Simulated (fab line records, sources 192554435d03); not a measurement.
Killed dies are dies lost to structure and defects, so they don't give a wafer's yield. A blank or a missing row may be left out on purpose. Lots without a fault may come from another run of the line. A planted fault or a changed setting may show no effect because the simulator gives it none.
Which tool did it? | flow n5_finfet | 24 lots, 72 wafers sampled, at 6 steps of a route of 1938

WHAT THE GAUGES READ, wafer by wafer
N5_BEOL_M6_CD_MEAS_28: target cd 40 nm.
lot  | measured     | on        | cd_nm (nm)
L074 | day 8 13:14  | cd_sem-02 | 39.69 39.76 39.71
L075 | day 8 16:05  | cd_sem-01 | 39.88 40.21 39.86
L076 | day 8 16:12  | cd_sem-01 | 40.14 39.88 40.61
L077 | day 9 03:42  | cd_sem-02 | 39.81 40.23 39.73
L079 | day 9 15:36  | cd_sem-03 | 40.13 39.94 40.31
L078 | day 9 17:02  | cd_sem-03 | 40.36 40.35 40.43
L080 | day 10 04:11 | cd_sem-02 | 39.83 39.64 39.85
L081 | day 10 13:11 | cd_sem-02 | 40.16 40.22 40.21
L082 | day 11 01:02 | cd_sem-03 | 40.33 40.73 40.15
L083 | day 11 02:34 | cd_sem-01 | 39.94 40.06 40.12
L084 | day 11 07:37 | cd_sem-03 | 40.01 39.89 39.96
L085 | day 11 09:22 | cd_sem-03 | 39.95 40.15 40.28
L086 | day 12 03:08 | cd_sem-03 | 40.13 39.73 39.64
L087 | day 12 08:23 | cd_sem-02 | 40.22 40.30 39.93
L088 | day 12 08:44 | cd_sem-03 | 40.26 40.25 40.14
L090 | day 12 22:10 | cd_sem-02 | 40.21 40.38 40.16
L089 | day 13 04:45 | cd_sem-03 | 40.21 39.79 39.97
L091 | day 13 14:23 | cd_sem-03 | 40.05 39.83 40.33
L092 | day 13 14:13 | cd_sem-01 | 40.57 39.98 39.99
L094 | day 13 16:49 | cd_sem-03 | 39.76 40.14 40.31
L095 | day 13 17:04 | cd_sem-03 | 40.13 40.17 40.29
L093 | day 13 23:01 | cd_sem-02 | 40.08 40.04 40.58
L096 | day 14 22:00 | cd_sem-01 | 39.83 39.69 40.35
L097 | day 15 09:26 | cd_sem-03 | 40.21 39.98 40.02

N5_BEOL_M6_INSPECT_30: inspects for defects (brightfield).
lot  | measured     | on                | raw_defect_count
L074 | day 8 13:19  | defect_inspect-02 | 473 477 576
L075 | day 8 16:11  | defect_inspect-02 | 467 475 459
L076 | day 8 16:17  | defect_inspect-01 | 428 398 365
L077 | day 9 03:47  | defect_inspect-02 | 485 319 423
L079 | day 9 15:41  | defect_inspect-01 | 453 596 711
L078 | day 9 17:08  | defect_inspect-01 | 478 395 362
L080 | day 10 04:16 | defect_inspect-01 | 590 562 550
L081 | day 10 13:16 | defect_inspect-01 | 479 327 352
L082 | day 11 01:08 | defect_inspect-02 | 414 459 400
L083 | day 11 02:40 | defect_inspect-02 | 350 395 483
L084 | day 11 07:42 | defect_inspect-02 | 505 395 618
L085 | day 11 09:28 | defect_inspect-02 | 444 333 277
L086 | day 12 03:13 | defect_inspect-02 | 419 382 421
L087 | day 12 08:29 | defect_inspect-02 | 424 378 420
L088 | day 12 08:49 | defect_inspect-02 | 310 480 310
L090 | day 12 22:16 | defect_inspect-02 | 359 215 265
L089 | day 13 04:50 | defect_inspect-02 | 435 318 297
L091 | day 13 14:44 | defect_inspect-02 | 500 404 341
L092 | day 13 14:20 | defect_inspect-02 | 421 483 462
L094 | day 13 16:55 | defect_inspect-02 | 409 358 358
L095 | day 13 17:10 | defect_inspect-02 | 354 326 517
L093 | day 13 23:12 | defect_inspect-02 | 452 445 345
L096 | day 14 22:05 | defect_inspect-01 | 456 376 561
L097 | day 15 09:32 | defect_inspect-02 | 403 444 364

WHICH TOOL RAN EACH LOT (tool, then ch and the chambers of the sampled wafers, then the start)
lot  | N5_BEOL_M5_ANNEAL_82         | N5_BEOL_M5_ANNEAL_84         | N5_BEOL_M5_PRE_CLEAN_77          | N5_BEOL_M6_STRIP_67
L074 | pvd_sputter-02, day 8 02:46  | pvd_sputter-02, day 8 03:52  | cvd_co-02 ch 1,2, day 8 06:47    | rie_diel-02 ch 1,3, day 8 12:43
L075 | pvd_sputter-03, day 8 07:32  | pvd_sputter-03, day 8 08:37  | cvd_co-02 ch 0,2, day 8 12:13    | rie_diel-02 ch 1,2,3, day 8 14:47
L076 | pvd_sputter-01, day 8 09:05  | pvd_sputter-01, day 8 10:10  | cvd_co-02 ch 0,1,2, day 8 13:06  | rie_diel-04 ch 0,1,2, day 8 15:37
L077 | pvd_sputter-03, day 8 17:01  | pvd_sputter-03, day 8 18:06  | cvd_co-01 ch 0,2, day 8 21:02    | rie_diel-02 ch 0,1,2, day 9 00:43
L079 | pvd_sputter-02, day 9 05:44  | pvd_sputter-02, day 9 06:49  | cvd_co-02 ch 0,1,2, day 9 09:45  | rie_diel-04 ch 1,3, day 9 14:31
L078 | pvd_sputter-02, day 9 10:10  | pvd_sputter-02, day 9 11:15  | cvd_co-02 ch 0,1,2, day 9 14:10  | rie_diel-04 ch 0,1,2, day 9 16:11
L080 | pvd_sputter-01, day 9 18:37  | pvd_sputter-01, day 9 19:42  | cvd_co-02 ch 0,1,2, day 9 22:49  | rie_diel-01 ch 0,2,3, day 10 03:10
L081 | pvd_sputter-01, day 10 06:04 | pvd_sputter-01, day 10 07:08 | cvd_co-02 ch 0,2, day 10 10:04   | rie_diel-01 ch 1,2,3, day 10 12:04
L082 | pvd_sputter-01, day 10 14:22 | pvd_sputter-01, day 10 15:27 | cvd_co-02 ch 0,1,2, day 10 18:23 | rie_diel-01 ch 0,2,3, day 10 21:28
L083 | pvd_sputter-02, day 10 17:26 | pvd_sputter-02, day 10 18:31 | cvd_co-01 ch 0, day 10 21:27     | rie_diel-04 ch 0,1, day 11 01:51
L084 | pvd_sputter-01, day 10 23:20 | pvd_sputter-01, day 11 00:25 | cvd_co-01 ch 0,2, day 11 03:25   | rie_diel-02 ch 0,1,2, day 11 06:57
L085 | pvd_sputter-03, day 11 02:03 | pvd_sputter-03, day 11 03:08 | cvd_co-01 ch 0,2, day 11 06:15   | rie_diel-04 ch 1,2,3, day 11 08:32
L086 | pvd_sputter-01, day 11 17:16 | pvd_sputter-01, day 11 18:20 | cvd_co-01 ch 0,1, day 11 21:33   | rie_diel-02 ch 0,3, day 12 01:22
L087 | pvd_sputter-03, day 12 00:32 | pvd_sputter-03, day 12 01:37 | cvd_co-01 ch 0,1, day 12 04:32   | rie_diel-01 ch 1,2, day 12 07:25
L088 | pvd_sputter-01, day 12 00:44 | pvd_sputter-01, day 12 01:49 | cvd_co-02 ch 0,1,2, day 12 04:44 | rie_diel-01 ch 1,2, day 12 08:01
L090 | pvd_sputter-01, day 12 14:44 | pvd_sputter-01, day 12 15:49 | cvd_co-02 ch 0,1,2, day 12 18:47 | rie_diel-01 ch 0,2,3, day 12 21:22
L089 | pvd_sputter-03, day 12 17:41 | pvd_sputter-03, day 12 18:46 | cvd_co-01 ch 1,2, day 12 22:08   | rie_diel-01 ch 2,3, day 13 01:00
L091 | pvd_sputter-02, day 13 01:47 | pvd_sputter-02, day 13 02:52 | cvd_co-01 ch 0,1, day 13 05:48   | rie_diel-02 ch 0,1,2, day 13 11:40
L092 | pvd_sputter-03, day 13 07:14 | pvd_sputter-03, day 13 08:19 | cvd_co-01 ch 0,2, day 13 11:14   | rie_diel-01 ch 0,2,3, day 13 13:35
L094 | pvd_sputter-02, day 13 08:41 | pvd_sputter-02, day 13 09:47 | cvd_co-02 ch 0,2, day 13 12:47   | rie_diel-01 ch 0,2,3, day 13 16:17
L095 | pvd_sputter-01, day 13 08:42 | pvd_sputter-01, day 13 09:47 | cvd_co-01 ch 0,1,2, day 13 12:59 | rie_diel-02 ch 0,1,2, day 13 16:19
L093 | pvd_sputter-01, day 13 14:01 | pvd_sputter-01, day 13 15:07 | cvd_co-02 ch 0,1, day 13 20:14   | rie_diel-01 ch 0,2,3, day 13 22:19
L096 | pvd_sputter-03, day 14 13:41 | pvd_sputter-03, day 14 14:46 | cvd_co-01 ch 0,1, day 14 17:47   | rie_diel-02 ch 2,3, day 14 20:41
L097 | pvd_sputter-02, day 14 19:19 | pvd_sputter-02, day 14 20:24 | cvd_co-02 ch 2, day 14 23:20     | rie_diel-04 ch 2,3, day 15 04:58
- N5_BEOL_M5_ANNEAL_82: time 1800 s.
- N5_BEOL_M5_ANNEAL_84: time 1800 s.
- N5_BEOL_M5_PRE_CLEAN_77: time 15 s.
- N5_BEOL_M6_STRIP_67: strips in CF4.

WHAT THE TOOLS THEMSELVES READ (means of the sampled wafers that have a number; where no wafer has one, the mark that the record gives instead)
N5_BEOL_M5_ANNEAL_82.
lot  | tool           | heater_power_w (W)
L074 | pvd_sputter-02 | 832
L075 | pvd_sputter-03 | 892
L076 | pvd_sputter-01 | 852
L077 | pvd_sputter-03 | 751
L079 | pvd_sputter-02 | 832
L078 | pvd_sputter-02 | 866
L080 | pvd_sputter-01 | 825
L081 | pvd_sputter-01 | 783
L082 | pvd_sputter-01 | 840
L083 | pvd_sputter-02 | 832
L084 | pvd_sputter-01 | 873
L085 | pvd_sputter-03 | 822
L086 | pvd_sputter-01 | 823
L087 | pvd_sputter-03 | 816
L088 | pvd_sputter-01 | 787
L090 | pvd_sputter-01 | 825
L089 | pvd_sputter-03 | 821
L091 | pvd_sputter-02 | 840
L092 | pvd_sputter-03 | 892
L094 | pvd_sputter-02 | 839
L095 | pvd_sputter-01 | 858
L093 | pvd_sputter-01 | 818
L096 | pvd_sputter-03 | 823
L097 | pvd_sputter-02 | 815

N5_BEOL_M5_ANNEAL_84.
lot  | tool           | heater_power_w (W)
L074 | pvd_sputter-02 | 839
L075 | pvd_sputter-03 | 881
L076 | pvd_sputter-01 | 862
L077 | pvd_sputter-03 | 746
L079 | pvd_sputter-02 | 839
L078 | pvd_sputter-02 | 858
L080 | pvd_sputter-01 | 822
L081 | pvd_sputter-01 | 773
L082 | pvd_sputter-01 | 842
L083 | pvd_sputter-02 | 824
L084 | pvd_sputter-01 | 872
L085 | pvd_sputter-03 | 801
L086 | pvd_sputter-01 | 841
L087 | pvd_sputter-03 | 824
L088 | pvd_sputter-01 | 787
L090 | pvd_sputter-01 | 815
L089 | pvd_sputter-03 | 817
L091 | pvd_sputter-02 | 850
L092 | pvd_sputter-03 | 892
L094 | pvd_sputter-02 | 855
L095 | pvd_sputter-01 | 834
L093 | pvd_sputter-01 | 832
L096 | pvd_sputter-03 | 827
L097 | pvd_sputter-02 | 820

N5_BEOL_M5_PRE_CLEAN_77.
lot  | tool      | heater_power_w (W)
L074 | cvd_co-02 | 78
L075 | cvd_co-02 | 96
L076 | cvd_co-02 | 88
L077 | cvd_co-01 | 128
L079 | cvd_co-02 | 88
L078 | cvd_co-02 | 88
L080 | cvd_co-02 | 88
L081 | cvd_co-02 | 99
L082 | cvd_co-02 | 88
L083 | cvd_co-01 | 92
L084 | cvd_co-01 | 109
L085 | cvd_co-01 | 127
L086 | cvd_co-01 | 73
L087 | cvd_co-01 | 72
L088 | cvd_co-02 | 88
L090 | cvd_co-02 | 88
L089 | cvd_co-01 | 119
L091 | cvd_co-01 | 83
L092 | cvd_co-01 | 109
L094 | cvd_co-02 | 98
L095 | cvd_co-01 | 100
L093 | cvd_co-02 | 102
L096 | cvd_co-01 | 73
L097 | cvd_co-02 | 73

N5_BEOL_M6_STRIP_67.
lot  | tool        | drypump_motor_current_A (A) | oes_product_au (a.u.) | rf_vpp_V (V) | showerhead_plenum_p_Torr (Torr) | throttle_valve_pct (%)
L074 | rie_diel-02 | 5.6                         | 0.78                  | 270.8        | 1.75                            | 13.32
L075 | rie_diel-02 | 5.9                         | 0.80                  | 270.4        | 1.76                            | 13.31
L076 | rie_diel-04 | 5.3                         | 0.90                  | 272.7        | 1.83                            | 13.31
L077 | rie_diel-02 | 5.9                         | 0.86                  | 270.6        | 1.76                            | 13.32
L079 | rie_diel-04 | 5.5                         | 0.95                  | 272.7        | 1.86                            | 13.31
L078 | rie_diel-04 | 5.3                         | 0.88                  | 272.2        | 1.83                            | 13.35
L080 | rie_diel-01 | 5.3                         | 0.79                  | 272.2        | 1.82                            | 13.39
L081 | rie_diel-01 | 5.3                         | 0.84                  | 271.5        | 1.81                            | 13.18
L082 | rie_diel-01 | 5.3                         | 0.77                  | 271.6        | 1.82                            | 13.39
L083 | rie_diel-04 | 5.6                         | 0.88                  | 272.3        | 1.83                            | 13.52
L084 | rie_diel-02 | 5.9                         | 0.84                  | 269.8        | 1.75                            | 13.34
L085 | rie_diel-04 | 5.3                         | 0.87                  | 272.6        | 1.84                            | 13.29
L086 | rie_diel-02 | 6.2                         | 0.81                  | 270.3        | 1.76                            | 13.74
L087 | rie_diel-01 | 5.6                         | 0.84                  | 271.8        | 1.81                            | 13.30
L088 | rie_diel-01 | 5.5                         | 0.84                  | 272.5        | 1.82                            | 13.19
L090 | rie_diel-01 | 5.3                         | 0.76                  | 271.3        | 1.81                            | 13.44
L089 | rie_diel-01 | 5.3                         | 0.80                  | 272.2        | 1.80                            | 13.37
L091 | rie_diel-02 | 5.9                         | 0.82                  | 269.9        | 1.75                            | 13.39
L092 | rie_diel-01 | 5.3                         | 0.75                  | 271.1        | 1.81                            | 13.44
L094 | rie_diel-01 | 5.4                         | 0.75                  | 271.8        | 1.81                            | 13.45
L095 | rie_diel-02 | 5.9                         | 0.81                  | 269.3        | 1.75                            | 13.39
L093 | rie_diel-01 | 5.3                         | 0.75                  | 271.3        | 1.81                            | 13.46
L096 | rie_diel-02 | 6.1                         | 0.77                  | 269.5        | 1.75                            | 13.44
L097 | rie_diel-04 | 5.1                         | 0.82                  | 271.1        | 1.80                            | 13.27

THE ANSWER, worked out from the rows above alone
Rule: what is usual is taken from the lots themselves. Put in order of their means at a reading, lots are off if they are a third of the lots or fewer, leave a main group of 4 or more, and stand apart from it by a gap of 3 or more times the standard deviation of the main group's means; of several such gaps the widest counts. A main group whose means are all the same, to the digits that the tables above print for the reading, isn't used. A lot without any number at a reading at which 4 lots or more have one is off too. The other lots that the step has rows for count as sound. The gauges are gone through in route order, then the tools' own readings, and for those a lot's mean is taken as printed above. The first step at which some lot is off is used, and at that step the reading that is off furthest; a lot without a number counts as furthest.
No lot is off at any reading shown: from this, nothing can be told.

WHAT THE SIMULATOR HAD PUT IN
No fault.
